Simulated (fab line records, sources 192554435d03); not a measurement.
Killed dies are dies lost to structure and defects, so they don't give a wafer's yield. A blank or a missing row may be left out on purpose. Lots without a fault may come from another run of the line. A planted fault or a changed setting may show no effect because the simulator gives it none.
fab line records | flow n5_finfet
record lots=24 wafers=72 last_day=19
route steps=1938 shown BEOL_M10@1520 BEOL_M11@1593 BEOL_M12@1632 BEOL_M13@1671
lots that met no fault: from a run of the same line without faults
start_h: hours from the record's first day to the start of the lot's first wafer shown | wait_h: hours since the lot's step before | " the same as in the row above | L1.1+2: a row that stands for several wafers | - no value, or no start given | * or withheld: withheld | < > ~ a bound
route shown NAME@n: a module of which the file shows steps, and the number in the route of the first | usual: mean/standard deviation of fault-free wafers | same: alike in all rows | chamber/n: place in a boat | sites: the reading at each site | _std_site: their standard deviation | _edge_site: outer sites' mean less inner sites' | radius_mm: how far each site lies from the wafer's centre | mask NAME#n: copy n | behind: the tool/chamber that last shaped the wafer | hold: why the lot was held/for how many hours/how that ended | device: the transistor (n, p or np) that didn't switch | end of line: the same wafers' tests at the end of the route | a step without rows: its recipe alone | killed: dies lost to structure and defects at the first sort, not the wafer's yield | map: a wafer's dies, x killed, . not, _ none there
set.NAME: the setting as run; set.NAME@STEP: as run at that earlier step | model.NAME: the simulator's own value behind a step, which no gauge read
steps of the route over a sample of lots; a table a step, a row a wafer
services: from which hour (start_h, from the record's first day; less than 0 if before it) a tool's chamber was out of use, for how many hours, and why
## steps
# step N5_BEOL_M10_CD_MEAS_35
# recipe target_cd_nm=70 polarity=opening
# usual cd_nm=70.2/0.59
# columns lot.wafer tool chamber start_h wait_h cd_nm
L074.1 cd_sem-03 - 262.71 0.0 70.1
L074.3 " - " " 69.8
L074.6 " - " " 72.2
L076.1 cd_sem-01 - 276.44 0.0 69.9
L076.4 " - " " 70.4
L076.5 " - " " 71.0
L077.1 cd_sem-01 - 290.80 0.0 69.5
L077.4 " - " " 69.9
L077.5 " - " " 70.6
L075.2 cd_sem-02 - 294.82 0.0 69.7
L075.4 " - " " 69.8
L075.6 " - " " 70.3
L078.1 cd_sem-03 - 301.08 0.0 70.0
L078.3 " - " " 69.6
L078.4 " - " " 69.8
L079.1 cd_sem-01 - 301.99 0.0 70.2
L079.4 " - " " 69.6
L079.6 " - " " 69.9
L080.1 cd_sem-03 - 315.52 0.0 71.2
L080.4 " - " " 71.5
L080.6 " - " " 70.7
L081.1 cd_sem-01 - 321.86 0.0 70.0
L081.3 " - " " 69.9
L081.4 " - " " 69.7
L084.1 cd_sem-03 - 326.57 0.0 70.1
L084.4 " - " " 69.9
L084.6 " - " " 71.0
L082.3 cd_sem-03 - 330.83 0.0 69.0
L082.4 " - " " 69.3
L082.6 " - " " 70.1
L083.2 cd_sem-02 - 334.59 0.0 70.7
L083.4 " - " " 70.7
L083.6 " - " " 71.5
L087.1 cd_sem-03 - 337.73 0.0 70.6
L087.2 " - " " 70.8
L087.5 " - " " 71.0
L085.2 cd_sem-03 - 338.14 0.0 70.8
L085.3 " - " " 69.6
L085.4 " - " " 70.1
L086.1 cd_sem-01 - 360.55 0.0 71.2
L086.5 " - " " 69.5
L086.6 " - " " 70.0
L089.2 cd_sem-01 - 369.34 0.0 70.9
L089.3 " - " " 70.5
L089.6 " - " " 69.9
L090.3 cd_sem-01 - 369.42 0.0 69.2
L090.4 " - " " 70.8
L090.5 " - " " 69.5
L088.1 cd_sem-02 - 372.01 0.0 69.3
L088.3 " - " " 69.1
L088.6 " - " " 68.8
L092.1 cd_sem-02 - 385.49 0.0 70.1
L092.2 " - " " 69.3
L092.6 " - " " 69.4
L091.1 cd_sem-02 - 390.74 0.0 70.4
L091.2 " - " " 69.4
L091.6 " - " " 70.0
L093.1 cd_sem-02 - 397.16 0.0 70.9
L093.4 " - " " 70.4
L093.6 " - " " 70.1
L095.2 cd_sem-02 - 402.11 0.0 69.8
L095.5 " - " " 70.8
L095.6 " - " " 71.0
L094.1 cd_sem-01 - 403.14 0.0 70.0
L094.2 " - " " 69.5
L094.5 " - " " 70.0
L096.2 cd_sem-02 - 404.38 0.0 70.3
L096.4 " - " " 70.6
L096.5 " - " " 70.1
L097.2 cd_sem-01 - 411.39 0.0 69.4
L097.3 " - " " 70.3
L097.6 " - " " 69.8
# step N5_BEOL_M11_SPUTTER_48
# recipe material=Cu target_thk_a=120 temp_c=-20 bias_v=60 power_w=26000 chamber_pressure_pa=0.13 time_s=2
# usual chamber_pressure_pa=0.13008/0.00027 chuck_gas_flow_sccm=1.26/0.053 throttle_valve_pct=29.9/1
# columns lot.wafer tool chamber start_h wait_h chamber_pressure_pa chuck_gas_flow_sccm throttle_valve_pct
L074.1 pvd_sputter-01 - 273.29 0.1 0.13008 1.20 29.9
L074.3 " - " " 0.12992 1.25 27.7
L074.6 " - " " 0.13036 1.26 29.5
L076.1 pvd_sputter-02 - 286.97 0.1 0.12999 1.28 29.5
L076.4 " - " " 0.12984 1.27 31.7
L076.5 " - " " 0.13029 1.28 30.4
L077.1 pvd_sputter-01 - 301.02 0.1 0.12995 1.26 29.5
L077.4 " - " " 0.13008 1.18 31.0
L077.5 " - " " 0.13013 1.29 27.6
L075.2 pvd_sputter-03 - 304.66 0.1 0.12976 1.19 28.6
L075.4 " - " " 0.12985 1.34 29.2
L075.6 " - " " 0.13028 1.31 30.4
L078.1 pvd_sputter-02 - 311.06 0.3 0.13055 1.28 30.0
L078.3 " - " " 0.12994 1.31 29.4
L078.4 " - " " 0.13015 1.21 31.9
L079.1 pvd_sputter-02 - 312.04 0.2 0.12993 1.28 30.4
L079.4 " - " " 0.1301 1.26 30.0
L079.6 " - " " 0.12975 1.28 31.8
L080.1 pvd_sputter-01 - 323.69 0.1 0.13026 1.21 29.6
L080.4 " - " " 0.13022 1.32 31.0
L080.6 " - " " 0.13016 1.30 29.7
L081.1 pvd_sputter-01 - 332.16 0.1 0.12977 1.25 30.9
L081.3 " - " " 0.12967 1.18 27.7
L081.4 " - " " 0.13009 1.34 29.9
L084.1 pvd_sputter-01 - 335.58 0.1 0.13021 1.26 29.9
L084.4 " - " " 0.12982 1.27 30.8
L084.6 " - " " 0.12979 1.25 31.0
L082.3 pvd_sputter-03 - 339.11 0.1 0.13048 1.25 30.6
L082.4 " - " " 0.12979 1.21 28.9
L082.6 " - " " 0.1301 1.26 30.4
L083.2 pvd_sputter-01 - 344.09 0.1 0.12952 1.30 29.9
L083.4 " - " " 0.12994 1.22 29.8
L083.6 " - " " 0.13002 1.24 29.9
L085.2 pvd_sputter-02 - 349.63 0.1 0.12968 1.25 29.9
L085.3 " - " " 0.13004 1.24 29.2
L085.4 " - " " 0.13009 1.18 30.1
L087.1 pvd_sputter-03 - 351.52 0.1 0.12982 1.31 30.5
L087.2 " - " " 0.12989 1.26 28.4
L087.5 " - " " 0.13045 1.23 29.0
L086.1 pvd_sputter-03 - 370.65 0.1 0.13017 1.28 30.8
L086.5 " - " " 0.13019 1.26 30.8
L086.6 " - " " 0.12985 1.28 28.9
L090.3 pvd_sputter-01 - 382.43 0.3 0.1298 1.24 29.6
L090.4 " - " " 0.12958 1.18 30.9
L090.5 " - " " 0.12938 1.19 31.1
L089.2 pvd_sputter-01 - 383.21 0.1 0.13006 1.36 29.6
L089.3 " - " " 0.12987 1.26 30.3
L089.6 " - " " 0.13019 1.19 30.8
L088.1 pvd_sputter-03 - 384.65 0.2 0.12982 1.33 28.6
L088.3 " - " " 0.12992 1.23 29.1
L088.6 " - " " 0.13011 1.27 28.7
L092.1 pvd_sputter-03 - 398.27 0.3 0.1298 1.34 29.1
L092.2 " - " " 0.13017 1.29 30.4
L092.6 " - " " 0.13001 1.19 28.4
L091.1 pvd_sputter-01 - 399.87 0.1 0.13029 1.19 29.5
L091.2 " - " " 0.12952 1.19 31.0
L091.6 " - " " 0.12979 1.25 31.3
L093.1 pvd_sputter-03 - 405.35 0.1 0.13042 1.21 28.6
L093.4 " - " " 0.12966 1.28 30.6
L093.6 " - " " 0.13027 1.34 29.0
L095.2 pvd_sputter-01 - 412.75 0.1 0.1306 1.34 29.8
L095.5 " - " " 0.13038 1.26 29.7
L095.6 " - " " 0.1302 1.30 30.9
L094.1 pvd_sputter-01 - 413.51 0.1 0.12994 1.26 29.8
L094.2 " - " " 0.13021 1.26 27.8
L094.5 " - " " 0.13024 1.30 29.7
L096.2 pvd_sputter-03 - 414.03 0.2 0.13006 1.20 30.6
L096.4 " - " " 0.13044 1.28 28.4
L096.5 " - " " 0.12993 1.14 28.4
L097.2 pvd_sputter-02 - 423.38 0.2 0.13061 1.20 29.5
L097.3 " - " " 0.12995 1.20 29.8
L097.6 " - " " 0.13014 1.29 32.1
# step N5_BEOL_M12_CD_MEAS_28
# recipe target_cd_nm=160.2 landing_energy_ev=500 detector=se_inlens polarity=opening
# usual cd_nm=160.4/1.5
# columns lot.wafer tool chamber start_h wait_h cd_nm
L074.1 cd_sem-01 0 276.81 - 158.4
L074.3 " 0 " " 158.7
L074.6 " 0 " " 159.8
L076.1 cd_sem-03 0 289.32 - 160.5
L076.4 " 0 " " 162.0
L076.5 " 0 " " 159.7
L077.1 cd_sem-02 0 303.99 - 160.8
L077.4 " 0 " " 159.7
L077.5 " 0 " " 160.0
L075.2 cd_sem-01 0 307.47 - 162.1
L075.4 " 0 " " 159.6
L075.6 " 0 " " 161.0
L078.1 cd_sem-01 0 313.59 - 158.9
L078.3 " 0 " " 159.3
L078.4 " 0 " " 160.3
L079.1 cd_sem-02 0 314.91 - 162.6
L079.4 " 0 " " 159.4
L079.6 " 0 " " 160.0
L080.1 cd_sem-03 0 326.40 - 160.3
L080.4 " 0 " " 162.2
L080.6 " 0 " " 160.1
L081.1 cd_sem-03 0 335.23 - 159.7
L081.3 " 0 " " 161.1
L081.4 " 0 " " 158.9
L084.1 cd_sem-01 0 338.10 - 157.7
L084.4 " 0 " " 161.6
L084.6 " 0 " " 158.7
L082.3 cd_sem-03 0 341.64 - 163.4
L082.4 " 0 " " 161.5
L082.6 " 0 " " 161.2
L083.2 cd_sem-02 0 346.92 - 161.0
L083.4 " 0 " " 163.5
L083.6 " 0 " " 161.3
L085.2 cd_sem-03 0 352.47 - 159.3
L085.3 " 0 " " 158.8
L085.4 " 0 " " 159.4
L087.1 cd_sem-02 0 354.00 - 159.7
L087.2 " 0 " " 158.4
L087.5 " 0 " " 160.1
L086.1 cd_sem-02 0 373.40 - 161.3
L086.5 " 0 " " 159.4
L086.6 " 0 " " 163.3
L090.3 cd_sem-03 0 384.79 - 157.7
L090.4 " 0 " " 160.6
L090.5 " 0 " " 159.6
L089.2 cd_sem-01 0 385.68 - 158.7
L089.3 " 0 " " 161.7
L089.6 " 0 " " 159.6
L088.1 cd_sem-01 0 387.53 - 159.6
L088.3 " 0 " " 158.8
L088.6 " 0 " " 157.9
L092.1 cd_sem-03 0 401.27 - 158.5
L092.2 " 0 " " 158.6
L092.6 " 0 " " 160.9
L091.1 cd_sem-01 0 402.89 - 159.5
L091.2 " 0 " " 160.8
L091.6 " 0 " " 160.4
L093.1 cd_sem-01 0 408.12 - 162.1
L093.4 " 0 " " 160.5
L093.6 " 0 " " 159.0
L095.2 cd_sem-01 0 415.27 - 160.8
L095.5 " 0 " " 160.3
L095.6 " 0 " " 161.8
L094.1 cd_sem-03 0 416.21 - 161.6
L094.2 " 0 " " 159.5
L094.5 " 0 " " 158.2
L096.2 cd_sem-01 0 416.51 - 161.5
L096.4 " 0 " " 158.9
L096.5 " 0 " " 160.7
L097.2 cd_sem-01 0 425.97 - 160.2
L097.3 " 0 " " 161.2
L097.6 " 0 " " 160.7
# step N5_BEOL_M12_ETCH_68
# recipe chemistry=N2/H2 target=SOC mask_material=SiARC source_w=3000 bias_w=350 temp_c=40 time_s=285 ion_energy_ev=200 pressure_mtorr=30 n2_flow_sccm=200 h2_flow_sccm=200
# usual drypump_motor_current_A=5.9/0.49 oes_product_au=0.81/0.087 rf_vpp_V=524/3.1 showerhead_plenum_p_Torr=2.54/0.11 throttle_valve_pct=17.7/0.36
# columns lot.wafer tool chamber start_h wait_h drypump_motor_current_A oes_product_au rf_hours_counter_h rf_vpp_V showerhead_plenum_p_Torr throttle_valve_pct
L074.1 rie_diel-03 1 277.08 0.1 5.2 0.90 28 526 2.60 17.4
L074.3 " 2 " " 5.3 0.73 163 522 2.43 17.5
L074.6 " 0 " " 5.6 0.96 - 528 2.74 17.5
L076.1 rie_diel-04 0 289.59 0.1 6.0 0.71 178 522 2.53 18.3
L076.4 " 3 " " 5.2 0.91 15 529 2.70 17.2
L076.5 " 2 " " 5.6 0.69 - 521 2.40 18.1
L077.1 rie_diel-03 0 304.63 0.1 5.6 0.94 11 529 2.73 17.5
L077.4 " 2 " " 5.3 0.73 - 521 2.43 17.5
L077.5 " 1 " " 5.1 0.89 - 525 2.60 17.4
L075.2 rie_diel-04 2 307.76 0.1 5.6 0.68 235 519 2.40 18.1
L075.4 " 0 " " 6.0 0.71 187 524 2.53 18.3
L075.6 " 0 " " 6.0 0.71 - 522 2.53 18.3
L078.1 rie_diel-03 2 313.87 0.1 5.3 0.72 175 521 2.43 17.5
L078.3 " 0 " " 5.7 0.94 15 527 2.73 17.6
L078.4 " 0 " " 5.6 0.93 - 529 2.73 17.6
L079.1 rie_diel-04 2 315.42 0.1 5.6 0.68 238 520 2.40 18.1
L079.4 " 1 " " 6.4 0.84 61 525 2.59 17.5
L079.6 " 0 " " 6.0 0.70 - 523 2.53 18.3
L080.1 rie_diel-04 3 326.79 0.1 5.2 0.88 30 530 2.69 17.2
L080.4 " 2 " " 5.6 0.68 242 520 2.40 18.1
L080.6 " 1 " " 6.4 0.83 - 526 2.59 17.6
L081.1 rie_diel-01 2 335.97 0.1 6.5 0.72 205 519 2.42 18.3
L081.3 " 3 " " 6.0 0.84 94 522 2.44 17.2
L081.4 " 2 " " 6.5 0.71 - 522 2.42 18.3
L084.1 rie_diel-01 3 338.37 0.1 6.0 0.84 95 521 2.44 17.3
L084.4 " 2 " " 6.6 0.72 - 520 2.41 18.3
L084.6 " 1 " " 5.7 0.83 - 521 2.47 17.8
L082.3 rie_diel-04 1 341.91 0.1 6.4 0.82 72 525 2.58 17.6
L082.4 " 2 " " 5.6 0.67 248 521 2.40 18.1
L082.6 " 2 " " 5.6 0.67 - 521 2.40 18.1
L083.2 rie_diel-01 3 347.20 0.1 5.9 0.83 99 523 2.44 17.3
L083.4 " 1 " " 5.8 0.82 - 522 2.46 17.8
L083.6 " 2 " " 6.5 0.71 - 521 2.41 18.3
L085.2 rie_diel-04 3 353.03 0.1 5.2 0.87 39 528 2.69 17.2
L085.3 " 1 " " 6.4 0.82 76 524 2.58 17.6
L085.4 " 1 " " 6.4 0.82 - 525 2.58 17.6
L087.1 rie_diel-03 2 354.27 0.1 5.3 0.71 191 521 2.42 17.6
L087.2 " 1 " " 5.2 0.85 55 526 2.59 17.5
L087.5 " 0 " " 5.6 0.90 - 527 2.73 17.6
L086.1 rie_diel-03 1 373.76 0.1 5.2 0.84 62 525 2.58 17.5
L086.5 " 1 " " 5.2 0.84 - 525 2.59 17.5
L086.6 " 2 " " 5.3 0.71 - 521 2.42 17.6
L090.3 rie_diel-01 1 385.05 0.1 5.8 0.81 97 522 2.46 17.8
L090.4 " 2 " " 6.6 0.70 224 519 2.41 18.4
L090.5 " 2 " " 6.6 0.69 - 520 2.41 18.4
L089.2 rie_diel-01 0 385.96 0.1 6.4 0.97 10 524 2.59 17.6
L089.3 " 3 " " 5.9 0.82 113 522 2.43 17.3
L089.6 " 0 " " 6.4 0.97 - 525 2.59 17.7
L088.1 rie_diel-03 0 387.80 0.1 5.6 0.87 39 529 2.72 17.6
L088.3 " 2 " " 5.2 0.71 202 520 2.41 17.6
L088.6 " 2 " " 5.3 0.70 - 520 2.41 17.6
L092.1 rie_diel-04 3 401.76 0.1 5.2 0.84 57 528 2.68 17.3
L092.2 " 1 " " 6.4 0.80 93 524 2.57 17.6
L092.6 " 1 " " 6.4 0.80 - 524 2.57 17.6
L091.1 rie_diel-01 0 403.20 0.1 6.4 0.96 16 525 2.58 17.6
L091.2 " 2 " " 6.6 0.70 230 520 2.41 18.4
L091.6 " 2 " " 6.5 0.70 - 520 2.41 18.4
L093.1 rie_diel-04 2 408.44 0.1 5.6 0.93 15 528 2.71 17.7
L093.4 " 0 " " 6.0 0.69 222 523 2.51 18.4
L093.6 " 2 " " 5.6 0.92 - 528 2.71 17.8
L095.2 rie_diel-04 3 415.55 0.1 5.2 0.83 62 528 2.68 17.3
L095.5 " 1 " " 6.4 0.79 - 525 2.57 17.6
L095.6 " 2 " " 5.6 0.92 - 530 2.71 17.7
L094.1 rie_diel-03 3 416.48 0.1 6.5 0.89 32 525 2.60 17.5
L094.2 " 0 " " 5.6 0.87 51 528 2.72 17.6
L094.5 " 2 " " 5.3 0.70 - 520 2.41 17.6
L096.2 rie_diel-01 1 416.94 0.1 5.8 0.80 108 522 2.45 17.8
L096.4 " 0 " " 6.5 0.94 21 526 2.58 17.7
L096.5 " 2 " " 6.5 0.69 - 520 2.40 18.4
L097.2 rie_diel-01 0 426.23 0.1 6.5 0.94 24 527 2.58 17.7
L097.3 " 2 " " 6.6 0.69 239 521 2.40 18.4
L097.6 " 0 " " 6.4 0.94 - 527 2.58 17.7
# step N5_BEOL_M12_ANNEAL_48
# recipe temp_c=225 time_s=90 ambient=N2
# usual wafer_temp_C_max=226.01/0.23
# columns lot.wafer tool chamber start_h wait_h wafer_temp_C_max
L074.1 rtp_anneal-02 0 279.64 1.4 225.64
L074.3 " 0 " " 225.58
L074.6 " 0 " " 225.66
L076.1 rtp_anneal-02 0 291.55 0.1 226.00
L076.4 " 0 " " 225.71
L076.5 " 0 " " 225.86
L077.1 rtp_anneal-02 0 309.26 0.3 225.84
L077.4 " 0 " " 225.89
L077.5 " 0 " " 225.88
L075.2 rtp_anneal-02 0 309.84 0.4 225.53
L075.4 " 0 " " 225.78
L075.6 " 0 " " 225.95
L078.1 rtp_anneal-02 0 315.99 0.1 226.01
L078.3 " 0 " " 226.12
L078.4 " 0 " " 225.95
L079.1 rtp_anneal-02 0 318.63 0.1 225.96
L079.4 " 0 " " 226.03
L079.6 " 0 " " 225.94
L080.1 rtp_anneal-02 0 328.22 0.2 225.61
L080.4 " 0 " " 226.12
L080.6 " 0 " " 225.93
L081.1 rtp_anneal-02 0 338.41 0.1 226.00
L081.3 " 0 " " 226.23
L081.4 " 0 " " 226.06
L084.1 rtp_anneal-01 0 341.57 0.4 226.11
L084.4 " 0 " " 225.91
L084.6 " 0 " " 226.25
L082.3 rtp_anneal-02 0 344.91 0.3 225.94
L082.4 " 0 " " 225.87
L082.6 " 0 " " 226.16
L083.2 rtp_anneal-01 0 349.20 0.3 226.22
L083.4 " 0 " " 226.09
L083.6 " 0 " " 225.99
L087.1 rtp_anneal-01 0 358.63 0.2 226.37
L087.2 " 0 " " 225.90
L087.5 " 0 " " 225.91
L085.2 rtp_anneal-02 0 362.54 0.3 226.35
L085.3 " 0 " " 225.44
L085.4 " 0 " " 225.34
L086.1 rtp_anneal-02 0 375.98 0.1 225.75
L086.5 " 0 " " 225.89
L086.6 " 0 " " 225.75
L090.3 rtp_anneal-02 0 386.61 0.3 226.07
L090.4 " 0 " " 226.18
L090.5 " 0 " " 226.07
L089.2 rtp_anneal-01 0 392.16 0.1 226.08
L089.3 " 0 " " 226.28
L089.6 " 0 " " 226.15
L088.1 rtp_anneal-01 0 392.39 0.3 226.02
L088.3 " 0 " " 226.07
L088.6 " 0 " " 226.38
L092.1 rtp_anneal-02 0 404.90 0.1 225.64
L092.2 " 0 " " 225.69
L092.6 " 0 " " 225.51
L091.1 rtp_anneal-02 0 405.17 0.1 225.84
L091.2 " 0 " " 225.90
L091.6 " 0 " " 226.23
L093.1 rtp_anneal-01 0 413.41 0.1 226.30
L093.4 " 0 " " 225.95
L093.6 " 0 " " 226.09
L095.2 rtp_anneal-01 0 420.84 0.1 226.32
L095.5 " 0 " " 226.17
L095.6 " 0 " " 225.97
L094.1 rtp_anneal-02 0 422.75 0.2 226.32
L094.2 " 0 " " 226.56
L094.5 " 0 " " 226.18
L096.2 rtp_anneal-02 0 423.33 0.2 226.17
L096.4 " 0 " " 225.65
L096.5 " 0 " " 226.36
L097.2 rtp_anneal-01 0 431.45 0.2 225.99
L097.3 " 0 " " 225.88
L097.6 " 0 " " 226.62
# step N5_BEOL_M13_INSPECT_12
# recipe mode=adi inspect_instrument=macro
# usual raw_defect_count=2.0/1.3
# columns lot.wafer tool chamber start_h wait_h raw_defect_count
L074.1 defect_inspect-02 - 281.06 0.0 2
L074.3 " - " " 1
L074.6 " - " " 3
L076.1 defect_inspect-02 - 292.97 0.0 2
L076.4 " - " " 3
L076.5 " - " " 3
L077.1 defect_inspect-02 - 310.55 0.0 1
L077.4 " - " " 4
L077.5 " - " " 1
L075.2 defect_inspect-02 - 311.09 0.0 1
L075.4 " - " " 2
L075.6 " - " " 3
L078.1 defect_inspect-02 - 317.28 0.0 1
L078.3 " - " " 5
L078.4 " - " " 0
L079.1 defect_inspect-02 - 320.05 0.0 0
L079.4 " - " " 2
L079.6 " - " " 0
L080.1 defect_inspect-02 - 329.64 0.0 2
L080.4 " - " " 3
L080.6 " - " " 0
L081.1 defect_inspect-01 - 339.70 0.0 2
L081.3 " - " " 2
L081.4 " - " " 1
L084.1 defect_inspect-01 - 342.98 0.0 2
L084.4 " - " " 2
L084.6 " - " " 0
L082.3 defect_inspect-01 - 346.24 0.0 2
L082.4 " - " " 2
L082.6 " - " " 3
L083.2 defect_inspect-01 - 350.47 0.0 2
L083.4 " - " " 2
L083.6 " - " " 1
L087.1 defect_inspect-02 - 359.92 0.0 1
L087.2 " - " " 1
L087.5 " - " " 2
L085.2 defect_inspect-02 - 363.91 0.0 4
L085.3 " - " " 1
L085.4 " - " " 1
L086.1 defect_inspect-02 - 377.39 0.0 3
L086.5 " - " " 3
L086.6 " - " " 0
L090.3 defect_inspect-02 - 387.83 0.0 2
L090.4 " - " " 1
L090.5 " - " " 0
L089.2 defect_inspect-01 - 393.43 0.0 1
L089.3 " - " " 4
L089.6 " - " " 4
L088.1 defect_inspect-01 - 393.86 0.0 2
L088.3 " - " " 5
L088.6 " - " " 1
L092.1 defect_inspect-02 - 406.24 0.0 2
L092.2 " - " " 6
L092.6 " - " " 1
L091.1 defect_inspect-01 - 406.58 0.0 4
L091.2 " - " " 4
L091.6 " - " " 3
L093.1 defect_inspect-01 - 414.72 0.0 2
L093.4 " - " " 4
L093.6 " - " " 2
L095.2 defect_inspect-01 - 422.22 0.0 2
L095.5 " - " " 3
L095.6 " - " " 5
L094.1 defect_inspect-01 - 424.04 0.0 3
L094.2 " - " " 1
L094.5 " - " " 1
L096.2 defect_inspect-02 - 424.58 0.0 3
L096.4 " - " " 4
L096.5 " - " " 0
L097.2 defect_inspect-02 - 432.70 0.0 0
L097.3 " - " " 0
L097.6 " - " " 1
## services
# columns tool chamber start_h hours kind
rie_diel-03 1 252.93 10.3 repair
rie_diel-04 2 296.24 7.2 repair
rie_diel-03 3 303.59 - clean
rie_diel-03 3 303.59 - consumable_replace:focus_ring
rie_diel-03 3 303.59 24.1 scheduled_down
rie_diel-03 3 303.59 24.1 vent_cycle
rie_diel-01 0 335.79 - clean
rie_diel-01 0 335.79 - consumable_replace:focus_ring
rie_diel-03 0 346.69 3.6 repair
rie_diel-04 2 349.27 - clean
rie_diel-04 2 349.27 - consumable_replace:focus_ring
rie_diel-04 2 349.27 - consumable_replace:showerhead
rie_diel-04 2 349.27 16.0 scheduled_down
rie_diel-04 2 349.27 16.0 vent_cycle
rie_diel-03 3 355.22 1.7 repair
rie_diel-03 0 357.58 3.6 repair
rie_diel-04 0 357.66 5.9 repair
rie_diel-03 - 374.21 0.7 repair
pvd_sputter-02 - 382.94 2.5 repair
## key
fault none
